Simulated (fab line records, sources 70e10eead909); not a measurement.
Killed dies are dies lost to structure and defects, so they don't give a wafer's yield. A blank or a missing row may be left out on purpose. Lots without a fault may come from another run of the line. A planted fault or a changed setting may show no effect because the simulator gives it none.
Which tool did it? | flow nand_harc | 21 lots, 63 wafers sampled, at 6 steps of a route of 1159

WHAT THE GAUGES READ, wafer by wafer
The record holds no reading of a measuring or inspecting step that can be judged against a usual standard deviation.

WHICH TOOL RAN EACH LOT (tool, then ch and the chambers of the sampled wafers, then the start)
lot  | NHARC_A_STAIRCASE_ETCH_170     | NHARC_A_STAIRCASE_ETCH_197     | NHARC_A_STAIRCASE_TRIM_200     | NHARC_A_STAIRCASE_TRIM_233     | NHARC_A_STAIRCASE_TRIM_235     | NHARC_A_STAIRCASE_ETCH_236
L074 | rie_diel-12 ch 2,3, no start   | rie_diel-07 ch 0,1,3, no start | rie_diel-07 ch 1,2,3, no start | rie_diel-12 ch 0,1, no start   | rie_diel-12 ch 1,2,3, no start | rie_diel-12 ch 0,2,3, no start
L076 | rie_diel-11 ch 1,2, no start   | rie_diel-12 ch 1,2,3, no start | rie_diel-12 ch 0,1, no start   | rie_diel-07 ch 1,2,3, no start | rie_diel-07 ch 1,3, no start   | rie_diel-07 ch 1,2,3, no start
L075 | rie_diel-07 ch 0,1,2, no start | rie_diel-11 ch 0,1,2, no start | rie_diel-11 ch 0,1,3, no start | rie_diel-11 ch 0,1,3, no start | rie_diel-11 ch 0,1,2, no start | rie_diel-11 ch 1,3, no start
L077 | rie_diel-11 ch 0,3, no start   | rie_diel-11 ch 1,2, no start   | rie_diel-11 ch 0,1, no start   | rie_diel-07 ch 1,2, no start   | rie_diel-07 ch 0,3, no start   | rie_diel-07 ch 0,1, no start
L078 | rie_diel-07 ch 1,3, no start   | rie_diel-12 ch 1,3, no start   | rie_diel-12 ch 2,3, no start   | rie_diel-07 ch 0,1,3, no start | rie_diel-07 ch 0,1,3, no start | rie_diel-07 ch 0,2, no start
L079 | rie_diel-11 ch 0,1,2, no start | rie_diel-11 ch 0,2,3, no start | rie_diel-11 ch 0,2,3, no start | rie_diel-12 ch 1,2,3, no start | rie_diel-12 ch 1,2,3, no start | rie_diel-12 ch 0,1,2, no start
L082 | rie_diel-11 ch 0,1,3, no start | rie_diel-12 ch 0,1, no start   | rie_diel-12 ch 0,2,3, no start | rie_diel-12 ch 0,1,3, no start | rie_diel-12 ch 0,3, no start   | rie_diel-12 ch 0,3, no start
L080 | rie_diel-11 ch 1,2,3, no start | rie_diel-07 ch 1,2,3, no start | rie_diel-07 ch 0,1,2, no start | rie_diel-11 ch 0,1,3, no start | rie_diel-11 ch 0,1,2, no start | rie_diel-11 ch 0,1, no start
L083 | rie_diel-12 ch 0,1, no start   | rie_diel-12 ch 0,1,2, no start | rie_diel-12 ch 0,2,3, no start | rie_diel-12 ch 0,1,2, no start | rie_diel-12 ch 0,2, no start   | rie_diel-12 ch 0,1,2, no start
L081 | rie_diel-12 ch 0,1,3, no start | rie_diel-07 ch 1,2,3, no start | rie_diel-07 ch 0,3, no start   | rie_diel-07 ch 0,3, no start   | rie_diel-07 ch 1,2,3, no start | rie_diel-07 ch 2,3, no start
L086 | rie_diel-11 ch 0,1,2, no start | rie_diel-12 ch 0,2,3, no start | rie_diel-12 ch 0,1,3, no start | rie_diel-12 ch 0,1,3, no start | rie_diel-12 ch 1,2,3, no start | rie_diel-12 ch 0,1,2, no start
L087 | rie_diel-11 ch 0,1,2, no start | rie_diel-07 ch 0,1,3, no start | rie_diel-07 ch 1,2, no start   | rie_diel-12 ch 1,3, no start   | rie_diel-12 ch 2,3, no start   | rie_diel-12 ch 2,3, no start
L085 | rie_diel-11 ch 0,1,2, no start | rie_diel-12 ch 0,1,3, no start | rie_diel-12 ch 0,2, no start   | rie_diel-07 ch 1,3, no start   | rie_diel-07 ch 1,2,3, no start | rie_diel-07 ch 0,2, no start
L088 | rie_diel-12 ch 1,2, no start   | rie_diel-11 ch 0,1,3, no start | rie_diel-11 ch 0,3, no start   | rie_diel-12 ch 0,1,2, no start | rie_diel-12 ch 0,1,3, no start | rie_diel-12 ch 1,2,3, no start
L091 | rie_diel-12 ch 0,1,3, no start | rie_diel-07 ch 0,2, no start   | rie_diel-07 ch 1,3, no start   | rie_diel-12 ch 1,2,3, no start | rie_diel-12 ch 2,3, no start   | rie_diel-12 ch 1,2,3, no start
L094 | rie_diel-12 ch 0,1, no start   | rie_diel-11 ch 0,1, no start   | rie_diel-11 ch 0,1, no start   | rie_diel-07 ch 0,1,3, no start | rie_diel-07 ch 0,2,3, no start | rie_diel-07 ch 0,1,2, no start
L092 | rie_diel-07 ch 0,1,3, no start | rie_diel-07 ch 0,1, no start   | rie_diel-07 ch 1,2, no start   | rie_diel-12 ch 0,2, no start   | rie_diel-12 ch 0,2,3, no start | rie_diel-12 ch 0,3, no start
L095 | rie_diel-12 ch 0,2,3, no start | rie_diel-07 ch 0,1,3, no start | rie_diel-07 ch 0,1,3, no start | rie_diel-07 ch 0,1,3, no start | rie_diel-07 ch 0,1,3, no start | rie_diel-07 ch 0,2,3, no start
L093 | rie_diel-12 ch 2,3, no start   | rie_diel-07 ch 0,1,3, no start | rie_diel-07 ch 0,3, no start   | rie_diel-07 ch 0,1,2, no start | rie_diel-07 ch 0,1,2, no start | rie_diel-07 ch 0,1,2, no start
L096 | rie_diel-07 ch 0,1,2, no start | rie_diel-07 ch 1,2, no start   | rie_diel-07 ch 0,1,2, no start | rie_diel-11 ch 0,3, no start   | rie_diel-11 ch 0,3, no start   | rie_diel-11 ch 0,1,2, no start
L097 | rie_diel-07 ch 0,2, no start   | rie_diel-07 ch 0,1,2, no start | rie_diel-07 ch 0,1, no start   | rie_diel-07 ch 1,2, no start   | rie_diel-07 ch 0,2,3, no start | rie_diel-07 ch 1,2, no start
- NHARC_A_STAIRCASE_ETCH_170: etches the open film in C4F6/O2, target depth 200 nm, time 66.667 s.
- NHARC_A_STAIRCASE_ETCH_197: etches the open film in C4F8/O2, target depth 100 nm, time 40.5 s.
- NHARC_A_STAIRCASE_TRIM_200: chemistry O2, time 211.2 s.
- NHARC_A_STAIRCASE_TRIM_233: chemistry O2, time 211.2 s.
- NHARC_A_STAIRCASE_TRIM_235: chemistry O2, time 211.2 s.
- NHARC_A_STAIRCASE_ETCH_236: etches the open film in C4F8/O2, target depth 100 nm, time 40.5 s.

WHAT THE TOOLS THEMSELVES READ (means of the sampled wafers that have a number; where no wafer has one, the mark that the record gives instead)
NHARC_A_STAIRCASE_ETCH_170. Usual: drypump_motor_current_A 5.9 A, standard deviation 0.49; o2_flow_sccm 20.00 sccm, standard deviation 0.063; oes_product_au 0.972 a.u., standard deviation 0.015; rf_vpp_V 548 V, standard deviation 3; showerhead_plenum_p_Torr 3.97 Torr, standard deviation 0.14; throttle_valve_pct 26.903 %, standard deviation 0.0094.
lot  | tool        | drypump_motor_current_A (A) | o2_flow_sccm (sccm) | oes_product_au (a.u.) | rf_vpp_V (V) | showerhead_plenum_p_Torr (Torr) | throttle_valve_pct (%) | flag
L074 | rie_diel-12 | 6.1                         | 19.99               | 0.963                 | 550          | 4.10                            | 26.895                 |
L076 | rie_diel-11 | 5.5                         | 20.00               | 0.972                 | 545          | 3.82                            | 26.906                 |
L075 | rie_diel-07 | 5.9                         | 20.00               | 0.983                 | 547          | 3.92                            | 26.897                 |
L077 | rie_diel-11 | 6.3                         | 19.99               | 0.973                 | 549          | 4.01                            | 26.903                 |
L078 | rie_diel-07 | 5.3                         | 20.03               | 0.975                 | 551          | 4.07                            | 26.895                 |
L079 | rie_diel-11 | 5.6                         | 19.97               | 0.976                 | 546          | 3.91                            | 26.901                 |
L082 | rie_diel-11 | 6.0                         | 19.96               | 0.987                 | 550          | 4.03                            | 26.904                 |
L080 | rie_diel-11 | 5.9                         | 20.06               | 0.961                 | 547          | 3.93                            | 26.895                 |
L083 | rie_diel-12 | 5.8                         | 20.01               | 0.992                 | 548          | 3.98                            | 26.904                 |
L081 | rie_diel-12 | 5.9                         | 20.04               | 0.969                 | 548          | 3.98                            | 26.905                 |
L086 | rie_diel-11 | 5.6                         | 20.02               | 0.979                 | 547          | 3.90                            | 26.901                 |
L087 | rie_diel-11 | 5.6                         | 20.04               | 0.979                 | 546          | 3.90                            | 26.914                 |
L085 | rie_diel-11 | 5.6                         | 19.99               | 0.973                 | 546          | 3.90                            | 26.898                 |
L088 | rie_diel-12 | 6.0                         | 20.00               | 0.975                 | 550          | 4.06                            | 26.903                 |
L091 | rie_diel-12 | 5.9                         | 19.98               | 0.962                 | 548          | 3.97                            | 26.899                 |
L094 | rie_diel-12 | 5.8                         | 19.91               | 0.972                 | 547          | 3.93                            | 26.906                 |
L092 | rie_diel-07 | 5.7                         | 19.96               | 0.973                 | 546          | 3.92                            | 26.910                 |
L095 | rie_diel-12 | 6.0                         | 20.00               | 0.938                 | 548          | 4.00                            | 26.895                 |
L093 | rie_diel-12 | 6.1                         | 20.00               | 0.975                 | 549          | 4.04                            | 26.900                 |
L096 | rie_diel-07 | 5.8                         | 19.97               | 0.958                 | 545          | 3.89                            | 26.903                 |
L097 | rie_diel-07 | 6.4                         | 19.97               | 0.953                 | 546          | 3.87                            | 26.900                 |

NHARC_A_STAIRCASE_ETCH_197. Usual: oes_product_au 0.953 a.u., standard deviation 0.018; rf_vpp_V 897 V, standard deviation 5.
lot  | tool        | oes_product_au (a.u.) | rf_vpp_V (V) | flag
L074 | rie_diel-07 | 0.948                 | 896          |
L076 | rie_diel-12 | 0.951                 | 901          |
L075 | rie_diel-11 | 0.970                 | 895          |
L077 | rie_diel-11 | 0.969                 | 893          |
L078 | rie_diel-12 | 0.928                 | 900          |
L079 | rie_diel-11 | 0.970                 | 895          |
L082 | rie_diel-12 | 0.981                 | 898          |
L080 | rie_diel-07 | 0.950                 | 900          |
L083 | rie_diel-12 | 0.945                 | 899          |
L081 | rie_diel-07 | 0.967                 | 899          |
L086 | rie_diel-12 | 0.965                 | 899          |
L087 | rie_diel-07 | 0.953                 | 897          |
L085 | rie_diel-12 | 0.937                 | 898          |
L088 | rie_diel-11 | 0.944                 | 899          |
L091 | rie_diel-07 | 0.961                 | 894          |
L094 | rie_diel-11 | 0.960                 | 900          |
L092 | rie_diel-07 | 0.930                 | 891          |
L095 | rie_diel-07 | 0.942                 | 895          |
L093 | rie_diel-07 | 0.927                 | 895          |
L096 | rie_diel-07 | 0.974                 | 898          |
L097 | rie_diel-07 | 0.971                 | 894          |

NHARC_A_STAIRCASE_TRIM_200. Usual: drypump_motor_current_A 5.9 A, standard deviation 0.53; o2_flow_sccm 500.0 sccm, standard deviation 1.5; oes_product_au 1.003 a.u., standard deviation 0.0094; rf_vpp_V 58.0 V, standard deviation 1; showerhead_plenum_p_Torr 3.57 Torr, standard deviation 0.13; throttle_valve_pct 17.037 %, standard deviation 0.01.
lot  | tool        | drypump_motor_current_A (A) | o2_flow_sccm (sccm) | oes_product_au (a.u.) | rf_vpp_V (V) | showerhead_plenum_p_Torr (Torr) | throttle_valve_pct (%) | flag
L074 | rie_diel-07 | 5.4                         | 498.8               | 1.010                 | 58.2         | 3.64                            | 17.040                 |
L076 | rie_diel-12 | 5.8                         | 500.0               | 1.006                 | 58.5         | 3.55                            | 17.035                 |
L075 | rie_diel-11 | 6.0                         | 499.5               | 0.995                 | 58.6         | 3.63                            | 17.028                 |
L077 | rie_diel-11 | 5.6                         | 499.7               | 0.991                 | 58.4         | 3.65                            | 17.032                 |
L078 | rie_diel-12 | 6.1                         | 499.6               | 1.004                 | 57.6         | 3.65                            | 17.045                 |
L079 | rie_diel-11 | 6.0                         | 499.5               | 1.005                 | 58.4         | 3.50                            | 17.031                 |
L082 | rie_diel-12 | 6.0                         | 500.1               | 1.018                 | 57.4         | 3.61                            | 17.044                 |
L080 | rie_diel-07 | 5.8                         | 500.7               | 1.001                 | 57.2         | 3.51                            | 17.046                 |
L083 | rie_diel-12 | 6.0                         | 498.7               | 1.005                 | 58.2         | 3.61                            | 17.033                 |
L081 | rie_diel-07 | 6.3                         | 501.2               | 1.000                 | 57.7         | 3.53                            | 17.034                 |
L086 | rie_diel-12 | 5.9                         | 501.6               | 1.002                 | 57.9         | 3.58                            | 17.031                 |
L087 | rie_diel-07 | 5.2                         | 500.6               | 0.999                 | 58.2         | 3.51                            | 17.038                 |
L085 | rie_diel-12 | 5.9                         | 499.6               | 1.003                 | 57.5         | 3.56                            | 17.038                 |
L088 | rie_diel-11 | 6.3                         | 500.9               | 1.006                 | 59.1         | 3.59                            | 17.030                 |
L091 | rie_diel-07 | 5.0                         | 499.6               | 0.996                 | 56.6         | 3.53                            | 17.040                 |
L094 | rie_diel-11 | 5.7                         | 501.2               | 0.999                 | 58.0         | 3.60                            | 17.047                 |
L092 | rie_diel-07 | 5.5                         | 501.1               | 1.013                 | 58.5         | 3.59                            | 17.041                 |
L095 | rie_diel-07 | 5.6                         | 500.7               | 1.006                 | 57.8         | 3.52                            | 17.040                 |
L093 | rie_diel-07 | 6.0                         | 499.9               | 1.000                 | 59.0         | 3.63                            | 17.040                 |
L096 | rie_diel-07 | 5.8                         | 500.3               | 1.015                 | 57.8         | 3.49                            | 17.046                 |
L097 | rie_diel-07 | 6.0                         | 498.4               | 1.007                 | 56.8         | 3.40                            | 17.036                 |

NHARC_A_STAIRCASE_TRIM_233. Usual: drypump_motor_current_A 5.9 A, standard deviation 0.54; o2_flow_sccm 500.1 sccm, standard deviation 1.6; oes_product_au 1.003 a.u., standard deviation 0.0096; rf_vpp_V 57.7 V, standard deviation 0.82; showerhead_plenum_p_Torr 3.57 Torr, standard deviation 0.13; throttle_valve_pct 17.037 %, standard deviation 0.008.
lot  | tool        | drypump_motor_current_A (A) | o2_flow_sccm (sccm) | oes_product_au (a.u.) | rf_vpp_V (V) | showerhead_plenum_p_Torr (Torr) | throttle_valve_pct (%) | flag
L074 | rie_diel-12 | 5.8                         | 500.3               | 1.005                 | 57.6         | 3.60                            | 17.040                 |
L076 | rie_diel-07 | 5.4                         | 500.7               | 1.009                 | 57.9         | 3.63                            | 17.038                 |
L075 | rie_diel-11 | 6.0                         | 499.8               | 1.006                 | 57.3         | 3.63                            | 17.037                 |
L077 | rie_diel-07 | 5.6                         | 499.8               | 1.016                 | 57.8         | 3.61                            | 17.047                 |
L078 | rie_diel-07 | 5.7                         | 499.8               | 0.997                 | 57.5         | 3.54                            | 17.036                 |
L079 | rie_diel-12 | 6.0                         | 500.1               | 0.996                 | 57.5         | 3.65                            | 17.038                 |
L082 | rie_diel-12 | 5.9                         | 500.6               | 1.001                 | 57.7         | 3.58                            | 17.037                 |
L080 | rie_diel-11 | 6.0                         | 500.6               | 1.006                 | 57.4         | 3.62                            | 17.035                 |
L083 | rie_diel-12 | 5.9                         | 499.9               | 0.996                 | 57.9         | 3.61                            | 17.034                 |
L081 | rie_diel-07 | 6.3                         | 501.2               | 0.998                 | 58.1         | 3.53                            | 17.038                 |
L086 | rie_diel-12 | 5.9                         | 500.3               | 1.003                 | 58.5         | 3.57                            | 17.043                 |
L087 | rie_diel-12 | 5.9                         | 499.1               | 1.001                 | 57.5         | 3.62                            | 17.037                 |
L085 | rie_diel-07 | 5.1                         | 499.0               | 1.007                 | 58.6         | 3.53                            | 17.033                 |
L088 | rie_diel-12 | 5.9                         | 499.7               | 1.007                 | 58.4         | 3.60                            | 17.039                 |
L091 | rie_diel-12 | 6.0                         | 500.1               | 0.998                 | 56.8         | 3.64                            | 17.038                 |
L094 | rie_diel-07 | 5.7                         | 499.8               | 0.991                 | 57.6         | 3.52                            | 17.032                 |
L092 | rie_diel-12 | 6.0                         | 500.8               | 0.996                 | 58.0         | 3.62                            | 17.041                 |
L095 | rie_diel-07 | 5.7                         | 499.1               | 1.003                 | 58.2         | 3.52                            | 17.034                 |
L093 | rie_diel-07 | 5.8                         | 500.7               | 1.006                 | 57.5         | 3.49                            | 17.032                 |
L096 | rie_diel-11 | 6.1                         | 499.8               | 1.019                 | 57.6         | 3.57                            | 17.033                 |
L097 | rie_diel-07 | 5.2                         | 501.0               | 1.004                 | 58.0         | 3.49                            | 17.032                 |

NHARC_A_STAIRCASE_TRIM_235. Usual: drypump_motor_current_A 5.9 A, standard deviation 0.49; o2_flow_sccm 499.7 sccm, standard deviation 1.5; oes_product_au 1.003 a.u., standard deviation 0.01; rf_vpp_V 57.9 V, standard deviation 0.87; showerhead_plenum_p_Torr 3.58 Torr, standard deviation 0.13; throttle_valve_pct 17.037 %, standard deviation 0.0091.
lot  | tool        | drypump_motor_current_A (A) | o2_flow_sccm (sccm) | oes_product_au (a.u.) | rf_vpp_V (V) | showerhead_plenum_p_Torr (Torr) | throttle_valve_pct (%) | flag
L074 | rie_diel-12 | 6.0                         | 500.2               | 1.007                 | 57.9         | 3.66                            | 17.041                 |
L076 | rie_diel-07 | 5.3                         | 499.9               | 1.000                 | 58.4         | 3.66                            | 17.042                 |
L075 | rie_diel-11 | 5.6                         | 500.5               | 1.007                 | 58.6         | 3.52                            | 17.041                 |
L077 | rie_diel-07 | 6.3                         | 500.2               | 0.998                 | 57.5         | 3.54                            | 17.034                 |
L078 | rie_diel-07 | 5.6                         | 498.6               | 1.000                 | 56.9         | 3.54                            | 17.043                 |
L079 | rie_diel-12 | 6.0                         | 499.4               | 0.996                 | 57.1         | 3.65                            | 17.038                 |
L082 | rie_diel-12 | 5.9                         | 500.1               | 1.007                 | 58.4         | 3.58                            | 17.032                 |
L080 | rie_diel-11 | 5.6                         | 500.8               | 1.000                 | 56.8         | 3.51                            | 17.037                 |
L083 | rie_diel-12 | 5.9                         | 498.5               | 1.007                 | 58.1         | 3.57                            | 17.046                 |
L081 | rie_diel-07 | 5.4                         | 499.4               | 1.004                 | 58.8         | 3.62                            | 17.032                 |
L086 | rie_diel-12 | 6.0                         | 500.3               | 1.003                 | 58.1         | 3.64                            | 17.037                 |
L087 | rie_diel-12 | 6.1                         | 500.0               | 1.006                 | 58.4         | 3.64                            | 17.037                 |
L085 | rie_diel-07 | 5.4                         | 500.0               | 1.000                 | 58.6         | 3.62                            | 17.036                 |
L088 | rie_diel-12 | 5.9                         | 499.2               | 1.007                 | 57.6         | 3.57                            | 17.042                 |
L091 | rie_diel-12 | 6.1                         | 500.1               | 1.004                 | 58.0         | 3.64                            | 17.021                 |
L094 | rie_diel-07 | 6.1                         | 498.6               | 1.000                 | 57.5         | 3.61                            | 17.030                 |
L092 | rie_diel-12 | 6.0                         | 500.1               | 1.008                 | 57.5         | 3.59                            | 17.038                 |
L095 | rie_diel-07 | 5.7                         | 499.6               | 1.001                 | 58.3         | 3.52                            | 17.031                 |
L093 | rie_diel-07 | 5.8                         | 498.8               | 1.008                 | 57.6         | 3.49                            | 17.039                 |
L096 | rie_diel-11 | 6.1                         | 501.6               | 1.015                 | 58.1         | 3.57                            | 17.039                 |
L097 | rie_diel-07 | 6.1                         | 497.7               | 0.999                 | 57.9         | 3.60                            | 17.034                 |

NHARC_A_STAIRCASE_ETCH_236. Usual: oes_product_au 0.945 a.u., standard deviation 0.011; rf_vpp_V 897 V, standard deviation 5.
lot  | tool        | oes_product_au (a.u.) | rf_vpp_V (V) | flag
L074 | rie_diel-12 | 0.956                 | 900          |
L076 | rie_diel-07 | 0.952                 | 901          |
L075 | rie_diel-11 | 0.937                 | 901          |
L077 | rie_diel-07 | 0.941                 | 892          |
L078 | rie_diel-07 | 0.932                 | 895          |
L079 | rie_diel-12 | 0.948                 | 899          |
L082 | rie_diel-12 | 0.950                 | 896          |
L080 | rie_diel-11 | 0.934                 | 900          |
L083 | rie_diel-12 | 0.943                 | 898          |
L081 | rie_diel-07 | 0.939                 | 903          |
L086 | rie_diel-12 | 0.937                 | 898          |
L087 | rie_diel-12 | 0.936                 | 901          |
L085 | rie_diel-07 | 0.941                 | 895          |
L088 | rie_diel-12 | 0.952                 | 900          |
L091 | rie_diel-12 | 0.938                 | 900          |
L094 | rie_diel-07 | 0.950                 | 896          |
L092 | rie_diel-12 | 0.945                 | 898          |
L095 | rie_diel-07 | 0.939                 | 898          |
L093 | rie_diel-07 | 0.939                 | 894          |
L096 | rie_diel-11 | 0.953                 | 901          |
L097 | rie_diel-07 | 0.963                 | 895          |

THE ANSWER, worked out from the rows above alone
Rule: a lot is off if the mean of its wafers that have a number lies more than 3 standard deviations from the usual mean. A lot without any number at a reading at which 4 lots or more have one is off too. The other lots that the step has rows for count as sound. The gauges are gone through in route order, then the tools' own readings, and for those a lot's mean is taken as printed above. The first step at which some lot is off is used, and at that step the reading that is off furthest; a lot without a number counts as furthest.
No lot is off at any reading shown: from this, nothing can be told.

WHAT THE SIMULATOR HAD PUT IN
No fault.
